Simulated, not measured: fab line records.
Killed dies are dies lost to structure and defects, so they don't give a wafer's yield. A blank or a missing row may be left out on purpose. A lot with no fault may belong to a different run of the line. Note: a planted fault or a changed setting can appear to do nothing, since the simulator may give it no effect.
Matching of chambers ; flow n5 finfet ; 4 sister chambers for N5_BEOL_M8_DESCUM_16 on rie diel-02
The step chemistry O2, time 7.9 s. 20 wafers are shown with their chamber, then 10 later ones without.

## WAFERS PAIRED WITH THEIR CHAMBERS
wafer;chamber;drypump motor current A (A);showerhead plenum p Torr (Torr);throttle valve pct (%)
L075.3;3;5.3;2.12;20.39
L075.4;2;5.6;2.22;20.48
L075.6;3;5.4;2.12;20.38
L077.4;3;5.3;2.12;20.39
L077.5;2;5.6;2.22;20.48
L077.6;1;5.9;1.99;20.46
L078.2;1;5.9;1.98;20.47
L078.4;1;5.9;1.98;20.46
L078.5;2;5.6;2.21;20.50
L080.1;1;5.9;1.98;20.49
L080.4;3;5.4;2.12;20.39
L080.6;1;5.9;1.98;20.48
L082.2;1;5.9;1.98;20.50
L082.3;3;5.3;2.12;20.39
L082.5;0;6.8;2.24;19.88
L083.1;0;6.8;2.24;19.92
L083.4;1;5.9;1.98;20.47
L083.5;2;5.6;2.21;20.52
L092.2;0;6.8;2.23;19.94
L092.4;2;5.6;2.20;20.56

SIGNATURES (averages over the wafers above)
reading;chamber 0;chamber 1;chamber 2;chamber 3;scatter within a chamber
drypump motor current A;6.800;5.900;5.600;5.340;0.0274
showerhead plenum p Torr;2.2367;1.9814;2.2120;2.1200;0.0052
throttle valve pct;19.9133;20.4757;20.5080;20.3880;0.0221
Rule: distance of a wafer from a chamber = root of the sum over the readings of ((wafer's reading minus chamber's mean) / reading's scatter) squared. If the next closest chamber is less than 2 further off than the closest, the wafer can't be placed; otherwise it belongs to the closest. The scatter: the root of (the sum of the squares of (reading less its chamber's mean) over the shown wafers, divided by (wafers less chambers)).

## WAFERS WHOSE CHAMBER IS MISSING
wafer;drypump motor current A (A);showerhead plenum p Torr (Torr);throttle valve pct (%)
L092.5;5.3;2.11;20.44
L093.1;5.3;2.11;20.45
L093.4;5.6;2.20;20.54
L093.5;5.9;1.97;20.54
L094.1;5.3;2.11;20.45
L094.2;6.8;2.23;19.95
L094.3;5.9;1.97;20.52
L097.4;6.8;2.22;19.96
L097.5;5.6;2.20;20.57
L097.6;5.3;2.11;20.47

## WHICH CHAMBER EACH WENT THROUGH
wafer;from the rows above;in truth
L092.5;3;3
L093.1;3;3
L093.4;2;2
L093.5;1;1
L094.1;3;3
L094.2;0;0
L094.3;1;1
L097.4;0;0
L097.5;2;2
L097.6;3;3
Placed correctly: 10 of 10. Number that these rows cannot place: 0. Wrongly placed: 0.
